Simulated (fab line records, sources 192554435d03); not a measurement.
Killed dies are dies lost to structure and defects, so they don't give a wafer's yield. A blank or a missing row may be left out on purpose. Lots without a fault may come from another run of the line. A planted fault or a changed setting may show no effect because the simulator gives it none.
fab line records | flow n5_finfet
record lots=7 wafers=21
route steps=1938 shown BEOL_M0_SAQP@676 BEOL_M0_CUTY@714 BEOL_M0@715 BEOL_M1@753 BEOL_M2@867 BEOL_M3@960 BEOL_M4@1021
start_h: hours from the record's first day to the start of the lot's first wafer shown | wait_h: hours since the lot's step before | " the same as in the row above | L1.1+2: a row that stands for several wafers | - no value, or no start given | * or withheld: withheld | < > ~ a bound
route shown NAME@n: a module of which the file shows steps, and the number in the route of the first | usual: mean/standard deviation of fault-free wafers | same: alike in all rows | chamber/n: place in a boat | sites: the reading at each site | _std_site: their standard deviation | _edge_site: outer sites' mean less inner sites' | radius_mm: how far each site lies from the wafer's centre | mask NAME#n: copy n | behind: the tool/chamber that last shaped the wafer | hold: why the lot was held/for how many hours/how that ended | device: the transistor (n, p or np) that didn't switch | end of line: the same wafers' tests at the end of the route | a step without rows: its recipe alone | killed: dies lost to structure and defects at the first sort, not the wafer's yield | map: a wafer's dies, x killed, . not, _ none there
set.NAME: the setting as run; set.NAME@STEP: as run at that earlier step | model.NAME: the simulator's own value behind a step, which no gauge read
lots whose settings were changed on purpose; a table a step, a row a wafer
## steps
# step N5_BEOL_M0_SAQP_SPACER2_ALD_26
# recipe material=SiO2 target_thk_a=150 temp_c=300 ald_precursor_family=BDEAS ald_co_reactant=O2-plasma pulse_time_s=1 purge_time_s=2 co_reactant_purge_time_s=2 pressure_torr=2
# columns lot.wafer tool chamber start_h wait_h set.target_thk_a model.SiO2_of_BEOL_M0_SAQP_SPACER2_ALD_26.thk_nm
L074.1 ald_sin-04 1 110.82 0.1 161.1 16
L074.5+6 " 1,0 " " 150 15
L083.3+5 ald_sin-02 0,2 165.74 0.1 150 15
L083.4 " 3 " " 150 15.2
L090.2+6 ald_sin-03 0,2 207.56 0.1 150 15
L090.3 " 1 " " 162.7 16.2
L094.1+4 ald_sin-04 0,1 231.35 0.1 150 15
L094.3 " 3 " " 150 14.8
L095.1 ald_sin-03 0 240.62 0.1 168.8 16.8
L095.3 " 2 " " 150 14.8
L095.5 " 1 " " 150 15
L096.1+6 ald_sin-02 1 242.21 0.1 156.8 15.6
L096.2 " 3 " " 156.8 15.8
L097.1 ald_sin-03 2 255.14 0.1 150 14.8
L097.3 " 3 " " 162.1 16.2
L097.5 " 0 " " 150 15
# step N5_BEOL_M0_SAQP_SPACER2_ETCHBACK_27
# recipe chemistry=CHF3/O2 mode=anisotropic_etchback target=SiO2 target_depth_a=225 time_s=11.25 pressure_mtorr=30 source_w=650 bias_w=170 Ar_flow_sccm=200 CHF3_flow_sccm=50 O2_flow_sccm=5 ion_energy_ev=200
# step N5_BEOL_M0_SAQP_MANDREL2_REMOVE_110
# recipe chemistry=HBr/Cl2/O2 bt_time_s=10 target=a-Si stop_on=SiCN endpoint=OES-SiCl over_etch_frac=1 icp_w=600 bias_w=30 HBr_flow_sccm=150 Cl2_flow_sccm=80 O2_flow_sccm=5 pressure_mtorr=10
# columns lot.wafer tool chamber start_h wait_h set.target_thk_a@BEOL_M0_SAQP_SPACER2_ALD_26 model.BEOL_M0_SAQP.cd_nm
L074.1 rie_si-01 1 111.45 0.1 161.1 16
L074.5+6 " 3,0 " " 150 15
L083.3 rie_si-01 1 166.38 0.1 150 15.2
L083.4+5 " 2 " " 150 15
L090.2+6 rie_si-01 3,2 208.20 0.1 150 15
L090.3 " 2 " " 162.7 16.2
L094.1+3+4 rie_si-01 2,1,0 231.99 0.1 150 15
L095.1 rie_si-01 1 241.65 0.1 168.8 17
L095.3+5 " 2,3 " " 150 15
L096.1+2 rie_si-03 0,1 243.15 0.1 156.8 15.6
L096.6 " 0 " " 156.8 15.4
L097.1 rie_si-01 1 255.77 0.1 150 15
L097.3 " 3 " " 162.1 16.2
L097.5 " 3 " " 150 15.2
# step N5_BEOL_M0_SAQP_CD_MEAS_29
# recipe target_cd_nm=14.4 landing_energy_ev=1000 detector=se_inlens
# usual cd_nm=14.99/0.21
# columns lot.wafer tool chamber start_h wait_h set.target_thk_a@BEOL_M0_SAQP_SPACER2_ALD_26 cd_nm
L074.1 cd_sem-01 0 111.57 0.1 161.1 16.05
L074.5 " 0 " " 150 15.05
L074.6 " 0 " " 150 15.23
L083.3 cd_sem-02 0 166.49 0.1 150 15.05
L083.4 " 0 " " 150 15.07
L083.5 " 0 " " 150 14.98
L090.2 cd_sem-02 0 208.31 0.1 150 14.97
L090.3 " 0 " " 162.7 16.22
L090.6 " 0 " " 150 14.97
L094.1 cd_sem-03 0 232.09 0.1 150 14.74
L094.3 " 0 " " 150 15.09
L094.4 " 0 " " 150 14.86
L095.1 cd_sem-01 0 241.76 0.1 168.8 17.31
L095.3 " 0 " " 150 15.08
L095.5 " 0 " " 150 14.84
L096.1 cd_sem-02 0 243.26 0.1 156.8 15.32
L096.2 " 0 " " 156.8 15.94
L096.6 " 0 " " 156.8 15.72
L097.1 cd_sem-01 0 255.88 0.1 150 14.96
L097.3 " 0 " " 162.1 16.17
L097.5 " 0 " " 150 15.41
# step N5_BEOL_M0_SAQP_COAT_69
# recipe resist=SOC temp_c=250 time_s=60 spin_rpm=1500 resist_thk_nm=90
# step N5_BEOL_M0_SAQP_COAT_72
# recipe resist=SiARC temp_c=220 time_s=60 spin_rpm=1500 resist_thk_nm=15
# step N5_BEOL_M0_CUTY_STRIP_64
# recipe chemistry=N2/H2 temp_c=40 n2_flow_sccm=200 h2_flow_sccm=200 rf_frequency_hz=6e+07
# step N5_BEOL_M0_ETCH_138
# recipe chemistry=CH3F/O2 target_depth_a=120 target=SiCN time_s=31.6 ion_energy_ev=120 pressure_mtorr=30 source_w=395 bias_w=75 Ar_flow_sccm=150 CH3F_flow_sccm=30 O2_flow_sccm=20 ends=cleared
# step N5_BEOL_M0_HM_OPEN_105
# recipe chemistry=Cl2/BCl3 target_depth_a=120 target=TiN ion_energy_ev=150 pressure_mtorr=10 icp_w=1000 bias_w=126 Cl2_flow_sccm=53.25 bcl3_flow_sccm=21.75 Ar_flow_sccm=25
# columns lot.wafer tool chamber start_h wait_h set.target_thk_a@BEOL_M0_SAQP_SPACER2_ALD_26 model.SiO2_of_BEOL_M0_SAQP_SPACER2_ALD_26.thk_nm
L074.1 rie_metal-02 1 113.98 0.1 161.1 3.8
L074.5+6 " 1,0 " " 150 2.6
L083.3+4+5 rie_metal-01 1,0,0 169.95 1.4 150 2.8
L090.2 rie_metal-02 0 212.06 1.7 150 3
L090.3 " 1 " " 162.7 4
L090.6 " 0 " " 150 2.8
L094.1+3+4 rie_metal-01 0,0,1 237.42 3.3 150 2.6
L095.1 rie_metal-03 0 247.16 3.0 168.8 4.8
L095.3 " 1 " " 150 2.4
L095.5 " 0 " " 150 2.8
L096.1+6 rie_metal-02 0,1 247.16 1.3 156.8 3.4
L096.2 " 1 " " 156.8 3.6
L097.1+5 rie_metal-01 1 260.27 1.4 150 2.6
L097.3 " 0 " " 162.1 4
# step N5_BEOL_M1_PECVD_72
# recipe material=SiO2 target_thk_a=160 temp_c=400 precursor=TEOS/O2 pressure_torr=5.5 rf_w=450 teos_flow_sccm=53.8 gas=O2 flow_sccm=3000 time_s=18
# columns lot.wafer tool chamber start_h wait_h set.time_s model.SiO2_of_BEOL_M1_PECVD_72.thk_nm
L074.1 pecvd-01 2 120.21 0.0 18 16
L074.5 " 1 " " 18 16.4
L074.6 " 2 " " 15.76 14.4
L083.3 pecvd-02 1 174.28 0.0 18 15.6
L083.4 " 0 " " 18 16.2
L083.5 " 2 " " 18 16
L090.2 pecvd-01 0 215.48 0.0 17.05 15
L090.3 " 2 " " 17.05 14.8
L090.6 " 1 " " 17.05 15.2
L094.1 pecvd-04 2 242.76 0.0 18 15.8
L094.3 " 0 " " 15.33 13.8
L094.4 " 2 " " 15.33 13.6
L096.1 pecvd-02 2 251.15 0.0 18 15.4
L096.2+6 " 0 " " 18 16.2
L095.1 pecvd-02 1 251.43 0.0 18.75 16.4
L095.3 " 0 " " 18.75 16.8
L095.5 " 2 " " 18.75 17
L097.1 pecvd-01 0 264.63 0.0 19.8 17.6
L097.3 " 1 " " 19.8 17.4
L097.5 " 2 " " 18 16.2
# step N5_BEOL_M1_COAT_61
# recipe resist=SOC temp_c=250 time_s=60 spin_rpm=1500 resist_thk_nm=60
# columns lot.wafer tool chamber start_h wait_h set.spin_rpm model.SOC_of_BEOL_M1_COAT_61.thk_nm
L074.1 litho_track-03 0 120.42 0.1 1500 59.8
L074.5 " 0 " " 1500 60
L074.6 " 0 " " 1417 61.6
L083.3 litho_track-05 0 175.60 0.1 1500 59.6
L083.4+5 " 0 " " 1500 59.8
L090.2 litho_track-03 0 216.71 0.1 1558 59
L090.3 " 0 " " 1558 59.2
L090.6 " 0 " " 1500 60.2
L094.1 litho_track-05 0 243.41 0.1 1500 59.8
L094.3 " 0 " " 1378 62.6
L094.4 " 0 " " 1500 60
L096.1 litho_track-05 0 251.34 0.1 1616 58
L096.2 " 0 " " 1500 60
L096.6 " 0 " " 1616 57.8
L095.1+3 litho_track-02 0 251.68 0.1 1457 61.2
L095.5 " 0 " " 1500 60.4
L097.1 litho_track-05 0 267.57 0.1 1426 61.6
L097.3 " 0 " " 1500 60
L097.5 " 0 " " 1500 59.8
# step N5_BEOL_M1_COAT_62
# recipe resist=SiARC temp_c=220 time_s=60 spin_rpm=1500 resist_thk_nm=12
# step N5_BEOL_M1_COAT_73
# recipe resist=underlayer temp_c=205 time_s=60 spin_rpm=1500 resist_thk_nm=5
# step N5_BEOL_M1_ETCH_74
# recipe chemistry=N2/H2 target=underlayer target_depth_a=65 mask_material=CAR-EUV time_s=5.2 ion_energy_ev=200 pressure_mtorr=30 source_w=840 bias_w=150 n2_flow_sccm=200 h2_flow_sccm=200 ends=cleared
# step N5_BEOL_M1_ETCH_63
# recipe chemistry=CF4 target=SiARC target_depth_a=156 mask_material=CAR-EUV time_s=26 ion_energy_ev=80 pressure_mtorr=40 source_w=545 bias_w=36 Ar_flow_sccm=100 cf4_flow_sccm=100 ends=cleared
# step N5_BEOL_M1_ETCH_64
# recipe chemistry=N2/H2 target=SOC target_depth_a=750 overetch_a=150 mask_material=SiARC temp_c=40 time_s=112.5 ion_energy_ev=200 pressure_mtorr=30 source_w=840 bias_w=150 n2_flow_sccm=200 h2_flow_sccm=200
# columns lot.wafer tool chamber start_h wait_h set.spin_rpm@BEOL_M1_COAT_61 model.etch.depth_nm
L074.1 rie_diel-04 2 121.01 0.0 1500 59.78
L074.5 " 2 " " 1500 59.92
L074.6 " 3 " " 1417 61.65
L083.3 rie_diel-04 2 176.07 0.0 1500 59.65
L083.4 " 3 " " 1500 59.76
L083.5 " 1 " " 1500 59.71
L090.2 rie_diel-05 2 217.22 0.0 1558 59.02
L090.3 " 3 " " 1558 59.23
L090.6 " 1 " " 1500 60.21
L094.1 rie_diel-04 0 243.87 0.0 1500 59.85
L094.3 " 3 " " 1378 62.57
L094.4 " 3 " " 1500 60.1
L096.1 rie_diel-04 1 251.96 0.0 1616 57.91
L096.2 " 2 " " 1500 59.95
L096.6 " 1 " " 1616 57.8
L095.1 rie_diel-04 3 252.19 0.0 1457 61.23
L095.3 " 2 " " 1457 61.19
L095.5 " 1 " " 1500 60.4
L097.1 rie_diel-03 1 268.30 0.0 1426 61.7
L097.3 " 0 " " 1500 60.03
L097.5 " 2 " " 1500 59.84
# step N5_BEOL_M2_COAT_67
# recipe resist=SOC temp_c=250 time_s=60 spin_rpm=1500 resist_thk_nm=60
# columns lot.wafer tool chamber start_h wait_h set.spin_rpm model.SOC_of_BEOL_M2_COAT_67.thk_nm
L074.1 litho_track-05 0 140.58 0.0 1569 58.6
L074.5 " 0 " " 1500 60
L074.6 " 0 " " 1500 59.8
L083.3+4 litho_track-01 0 190.99 0.0 1500 60
L083.5 " 0 " " 1500 59.8
L090.2+6 litho_track-01 0 227.22 0.0 1500 60.2
L090.3 " 0 " " 1500 60
L094.1 litho_track-04 0 262.70 0.0 1500 60.4
L094.3 " 0 " " 1433 61.6
L094.4 " 0 " " 1433 61.8
L096.1 litho_track-01 0 267.69 0.0 1500 60.2
L096.2 " 0 " " 1414 61.8
L096.6 " 0 " " 1414 61.6
L095.1 litho_track-01 0 268.73 0.0 1668 57
L095.3 " 0 " " 1668 57.2
L095.5 " 0 " " 1500 60.2
L097.1+5 litho_track-05 0 284.49 0.0 1500 59.8
L097.3 " 0 " " 1625 57.4
# step N5_BEOL_M2_COAT_76
# recipe resist=underlayer temp_c=205 time_s=60 spin_rpm=1500 resist_thk_nm=5
# columns lot.wafer tool chamber start_h wait_h set.time_s
L074.1+6 litho_track-05 0 - - 54.31
L074.5 " 0 " " 60
L083.3+4+5 litho_track-01 0 - - 60
L090.2+3 litho_track-01 0 - - 69.42
L090.6 " 0 " " 60
L094.1+3+4 litho_track-04 0 - - 60
L096.1 litho_track-01 0 - - 69.72
L096.2+6 " 0 " " 60
L095.1+5 litho_track-01 0 - - 71.27
L095.3 " 0 " " 60
L097.1+3 litho_track-05 0 - - 60
L097.5 " 0 " " 69.27
# step N5_BEOL_M2_COAT_22
# recipe resist=CAR-EUV spin_rpm=1500 resist_thk_nm=30
# step N5_BEOL_M2_EBR_24
# recipe solvent=PGMEA ebr_width_mm=1.5
# step N5_BEOL_M2_ALD_98
# recipe material=SiO2 target_thk_a=25 temp_c=100 ald_precursor_family=BDEAS ald_co_reactant=O2-plasma pulse_time_s=1 co_reactant_pulse_time_s=1 purge_time_s=2 co_reactant_purge_time_s=2 ald_cycles=17 pressure_torr=2
# step N5_BEOL_M2_ETCHBACK_99
# recipe chemistry=CHF3 target=SiO2 target_depth_a=50 time_s=10.4 source_w=215 bias_w=47 Ar_flow_sccm=200 CHF3_flow_sccm=12 ion_energy_ev=100 pressure_mtorr=30
# step N5_BEOL_M2_ETCH_70
# recipe chemistry=N2/H2 target=SOC target_depth_a=800 overetch_a=240 mask_material=SiARC temp_c=40 time_s=130 ion_energy_ev=200 pressure_mtorr=30 source_w=840 bias_w=150 n2_flow_sccm=200 h2_flow_sccm=200
# columns lot.wafer tool chamber start_h wait_h set.spin_rpm@BEOL_M2_COAT_67 model.etch.depth_nm
L074.1 rie_diel-02 3 141.84 0.0 1569 58.57
L074.5 " 0 " " 1500 59.97
L074.6 " 1 " " 1500 59.77
L083.3 rie_diel-01 0 194.57 0.0 1500 59.96
L083.4 " 1 " " 1500 59.97
L083.5 " 2 " " 1500 59.86
L090.2 rie_diel-02 2 229.83 0.0 1500 60.18
L090.3 " 3 " " 1500 60.07
L090.6 " 2 " " 1500 60.13
L094.1 rie_diel-06 3 272.33 0.0 1500 60.31
L094.3 " 1 " " 1433 61.6
L094.4 " 2 " " 1433 61.72
L096.1 rie_diel-02 2 273.64 0.0 1500 60.19
L096.2 " 3 " " 1414 61.75
L096.6 " 3 " " 1414 61.63
L095.1 rie_diel-02 3 274.11 0.0 1668 57.09
L095.3 " 0 " " 1668 57.16
L095.5 " 3 " " 1500 60.11
L097.1 rie_diel-01 1 287.89 0.0 1500 59.78
L097.3 " 2 " " 1625 57.38
L097.5 " 1 " " 1500 59.81
# step N5_BEOL_M3_COAT_22
# recipe resist=CAR-EUV spin_rpm=1500 resist_thk_nm=30
# columns lot.wafer tool chamber start_h wait_h set.spin_rpm model.CAR-EUV_of_BEOL_M3_COAT_22.thk_nm
L074.1 litho_track-02 0 - - 1595 29.2
L074.5 " 0 " " 1500 30
L074.6 " 0 " " 1595 29
L083.3+4 litho_track-03 0 - - 1500 30
L083.5 " 0 " " 1500 30.2
L090.2 litho_track-03 0 - - 1365 31.4
L090.3+6 " 0 " " 1500 30
L094.1 litho_track-04 0 - - 1500 30.2
L094.3 " 0 " " 1500 30
L094.4 " 0 " " 1386 31.2
L096.1+2 litho_track-03 0 - - 1500 30
L096.6 " 0 " " 1442 30.4
L095.1+5 litho_track-02 0 - - 1500 30
L095.3 " 0 " " 1427 30.8
L097.1 litho_track-02 0 - - 1500 30
L097.3+5 " 0 " " 1604 29
# step N5_BEOL_M3_EBR_24
# recipe solvent=PGMEA ebr_width_mm=1.5
# step N5_BEOL_M3_SOFTBAKE_23
# recipe temp_c=110 time_s=60 resist=CAR-EUV
# step N5_BEOL_M3_EXPOSE_25
# recipe mask_id=V2 na=0.33 source_shape=quasar sigma_inner=0.2 sigma_outer=0.8 polarization=unpolarized defocus_nm=5 dose_mj=63
# step N5_BEOL_M3_PEB_26
# recipe peb_temp_c=100 peb_time_s=60 resist=CAR-EUV
# step N5_BEOL_M3_DEVELOP_27
# recipe develop_time_s=30 developer=TMAH resist=CAR-EUV rinse_liquid=surfactant_rinse dry=air_spin dev_temp_c=23
# columns lot.wafer tool chamber start_h wait_h set.spin_rpm@BEOL_M3_COAT_22 model.CAR-EUV_of_BEOL_M3_COAT_22.thk_nm
L074.1 litho_track-03 0 - - 1595 28.8
L074.5 " 0 " " 1500 29.6
L074.6 " 0 " " 1595 28.6
L083.3+4+5 litho_track-03 0 - - 1500 29.6
L090.2 litho_track-03 0 - - 1365 30.8
L090.3+6 " 0 " " 1500 29.6
L094.1+3 litho_track-04 0 - - 1500 29.6
L094.4 " 0 " " 1386 30.8
L096.1 litho_track-04 0 - - 1500 29.4
L096.2 " 0 " " 1500 29.6
L096.6 " 0 " " 1442 30
L095.1 litho_track-02 0 - - 1500 29.4
L095.3 " 0 " " 1427 30.2
L095.5 " 0 " " 1500 29.6
L097.1 litho_track-04 0 - - 1500 29.6
L097.3+5 " 0 " " 1604 28.6
# step N5_BEOL_M3_DEP_57
# recipe material=SiCN target_thk_a=80 temp_c=withheld precursor=3MS/NH3 pressure_torr=3 rf_w=202 time_s=14
# columns lot.wafer tool chamber start_h wait_h set.time_s model.SiCN_of_BEOL_M3_DEP_57.thk_nm
L074.1 pecvd-02 2 152.66 0.0 14 8
L074.5 " 0 " " 15.01 8.8
L074.6 " 1 " " 15.01 8.6
L083.3+4 pecvd-02 2,1 209.86 0.0 14 8
L083.5 " 0 " " 14 7.8
L090.2 pecvd-01 2 256.49 0.0 12.45 7
L090.3 " 1 " " 12.45 7.2
L090.6 " 1 " " 14 8.2
L094.1+3 pecvd-03 1,2 293.33 0.0 14 8.2
L094.4 " 0 " " 15.35 8.8
L096.1 pecvd-01 1 295.75 0.0 15.65 9
L096.2+6 " 2,0 " " 14 8
L095.1 pecvd-02 2 297.48 0.0 14 7.6
L095.3 " 1 " " 13.14 7.4
L095.5 " 0 " " 14 8
L097.1 pecvd-01 0 299.82 0.0 14 8
L097.3 " 2 " " 14 7.8
L097.5 " 2 " " 14 8.2
# step N5_BEOL_M4_ILD_DEP_00
# recipe material=SiOC target_thk_a=790 temp_c=350 precursor=DEMS/O2 pressure_torr=5 rf_w=500 time_s=15.3
# columns lot.wafer tool chamber start_h wait_h set.time_s model.SiOC_of_BEOL_M4_ILD_DEP_00.thk_nm
L074.1 pecvd-01 0 152.79 0.0 13.27 67.6
L074.5 " 2 " " 13.27 69.2
L074.6 " 1 " " 15.3 79.4
L083.3 pecvd-01 1 209.99 0.0 15.3 79.6
L083.4 " 2 " " 15.3 80
L083.5 " 1 " " 15.3 80.8
L090.2+3 pecvd-01 2,0 256.62 0.0 17.29 89
L090.6 " 2 " " 17.29 90.6
L094.1 pecvd-01 0 293.46 0.0 16.2 82.6
L094.3 " 1 " " 15.3 78.6
L094.4 " 0 " " 16.2 83.4
L096.1 pecvd-03 0 295.88 0.0 15.3 78.4
L096.2 " 1 " " 17.32 89.2
L096.6 " 2 " " 15.3 81.6
L095.1 pecvd-01 0 297.60 0.0 15.3 78.4
L095.3 " 2 " " 14.08 73.4
L095.5 " 1 " " 14.08 74.2
L097.1 pecvd-04 2 299.95 0.0 15.3 79.2
L097.3 " 1 " " 15.3 78
L097.5 " 1 " " 13.25 69
# step N5_BEOL_M4_THK_MEAS_01
# recipe reads=SiOC_of_BEOL_M4_ILD_DEP_00
# usual M4_ILD_THK=79.2/0.99
# columns lot.wafer tool chamber start_h wait_h set.time_s@BEOL_M4_ILD_DEP_00 M4_ILD_THK[nm]
L074.1 film_metro-02 - 152.86 0.0 13.27 67.6
L074.5 " - " " 13.27 69.1
L074.6 " - " " 15.3 79.4
L083.3 film_metro-01 - 210.06 0.1 15.3 79.7
L083.4 " - " " 15.3 80.0
L083.5 " - " " 15.3 80.6
L090.2 film_metro-01 - 256.69 0.1 17.29 89.1
L090.3 " - " " 17.29 88.9
L090.6 " - " " 17.29 90.5
L094.1 film_metro-01 - 293.53 0.1 16.2 82.7
L094.3 " - " " 15.3 78.6
L094.4 " - " " 16.2 83.4
L096.1 film_metro-01 - 295.95 0.0 15.3 78.4
L096.2 " - " " 17.32 89.2
L096.6 " - " " 15.3 81.7
L095.1 film_metro-01 - 297.67 0.0 15.3 78.5
L095.3 " - " " 14.08 73.4
L095.5 " - " " 14.08 74.2
L097.1 film_metro-02 - 300.02 0.0 15.3 79.2
L097.3 " - " " 15.3 78.0
L097.5 " - " " 13.25 69.2
# step N5_BEOL_M4_ETCH_70
# recipe chemistry=N2/H2 target=SOC target_depth_a=800 overetch_a=240 mask_material=SiARC temp_c=40 time_s=130 ion_energy_ev=200 pressure_mtorr=30 source_w=840 bias_w=150 n2_flow_sccm=200 h2_flow_sccm=200
# usual rf_vpp_V=525.5/2.2
# columns lot.wafer tool chamber start_h wait_h set.bias_w rf_vpp_V model.SiARC_of_BEOL_M4_COAT_68.thk_nm
L074.1 rie_diel-01 2 161.39 0.0 166.8 562.7 5.2
L074.5 " 3 " " 150 527.6 5.8
L074.6 " 2 " " 166.8 562.6 5
L083.3 rie_diel-02 3 216.62 0.0 150 525.4 6
L083.4 " 1 " " 150 525.9 6
L083.5 " 1 " " 150 526.8 6
L090.2 rie_diel-01 0 260.86 0.0 150 526.8 5.8
L090.3 " 1 " " 150 523.7 5.8
L090.6 " 1 " " 150 524.0 5.8
L094.1 rie_diel-02 1 300.24 0.0 150 525.3 6
L094.3 " 2 " " 150 524.3 5.6
L094.4 " 0 " " 172.3 573.1 4.6
L096.1 rie_diel-01 1 301.52 0.0 158.1 539.8 5.6
L096.2 " 3 " " 158.1 544.6 5.4
L096.6 " 3 " " 150 527.9 5.8
L095.1 rie_diel-01 1 303.78 0.0 170.4 565.5 5
L095.3 " 0 " " 170.4 571.2 4.8
L095.5 " 3 " " 150 527.1 5.8
L097.1 rie_diel-02 2 306.45 0.0 150 525.1 5.6
L097.3 " 3 " " 150 526.5 6
L097.5 " 3 " " 150 525.1 6
## key
split step=N5_BEOL_M0_SAQP_SPACER2_ALD_26 setting=target_thk_a stated=150 by=wafer
response step=N5_BEOL_M0_SAQP_SPACER2_ALD_26 reading=model.SiO2_of_BEOL_M0_SAQP_SPACER2_ALD_26.thk_nm change=+0.149 per=1% r=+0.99
response step=N5_BEOL_M0_SAQP_MANDREL2_REMOVE_110 reading=model.BEOL_M0_SAQP.cd_nm change=+0.148 per=1% r=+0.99
response step=N5_BEOL_M0_SAQP_CD_MEAS_29 reading=cd_nm change=+0.157 per=1% r=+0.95
response step=N5_BEOL_M0_HM_OPEN_105 reading=model.SiO2_of_BEOL_M0_SAQP_SPACER2_ALD_26.thk_nm change=+0.164 per=1% r=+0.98
split step=N5_BEOL_M1_PECVD_72 setting=time_s stated=18 by=wafer
response step=N5_BEOL_M1_PECVD_72 reading=model.SiO2_of_BEOL_M1_PECVD_72.thk_nm change=+0.14 per=1% r=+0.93
split step=N5_BEOL_M1_COAT_61 setting=spin_rpm stated=1500 by=wafer
response step=N5_BEOL_M1_COAT_61 reading=model.SOC_of_BEOL_M1_COAT_61.thk_nm change=-0.306 per=1% r=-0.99
response step=N5_BEOL_M1_ETCH_64 reading=model.etch.depth_nm change=-0.306 per=1% r=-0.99
split step=N5_BEOL_M2_COAT_67 setting=spin_rpm stated=1500 by=wafer
response step=N5_BEOL_M2_COAT_67 reading=model.SOC_of_BEOL_M2_COAT_67.thk_nm change=-0.279 per=1% r=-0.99
response step=N5_BEOL_M2_ETCH_70 reading=model.etch.depth_nm change=-0.276 per=1% r=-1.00
split step=N5_BEOL_M2_COAT_76 setting=time_s stated=60 by=wafer
response none clear
split step=N5_BEOL_M3_COAT_22 setting=spin_rpm stated=1500 by=wafer
response step=N5_BEOL_M3_COAT_22 reading=model.CAR-EUV_of_BEOL_M3_COAT_22.thk_nm change=-0.147 per=1% r=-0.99
response step=N5_BEOL_M3_DEVELOP_27 reading=model.CAR-EUV_of_BEOL_M3_COAT_22.thk_nm change=-0.143 per=1% r=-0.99
split step=N5_BEOL_M3_DEP_57 setting=time_s stated=14 by=wafer
response step=N5_BEOL_M3_DEP_57 reading=model.SiCN_of_BEOL_M3_DEP_57.thk_nm change=+0.0839 per=1% r=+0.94
split step=N5_BEOL_M4_ILD_DEP_00 setting=time_s stated=15.3 by=wafer
response step=N5_BEOL_M4_ILD_DEP_00 reading=model.SiOC_of_BEOL_M4_ILD_DEP_00.thk_nm change=+0.73 per=1% r=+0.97
response step=N5_BEOL_M4_THK_MEAS_01 reading=M4_ILD_THK change=+0.73 per=1% r=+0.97
split step=N5_BEOL_M4_ETCH_70 setting=bias_w stated=150 by=wafer
response step=N5_BEOL_M4_ETCH_70 reading=rf_vpp_V change=+3.12 per=1% r=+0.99
response step=N5_BEOL_M4_ETCH_70 reading=model.SiARC_of_BEOL_M4_COAT_68.thk_nm change=-0.0705 per=1% r=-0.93
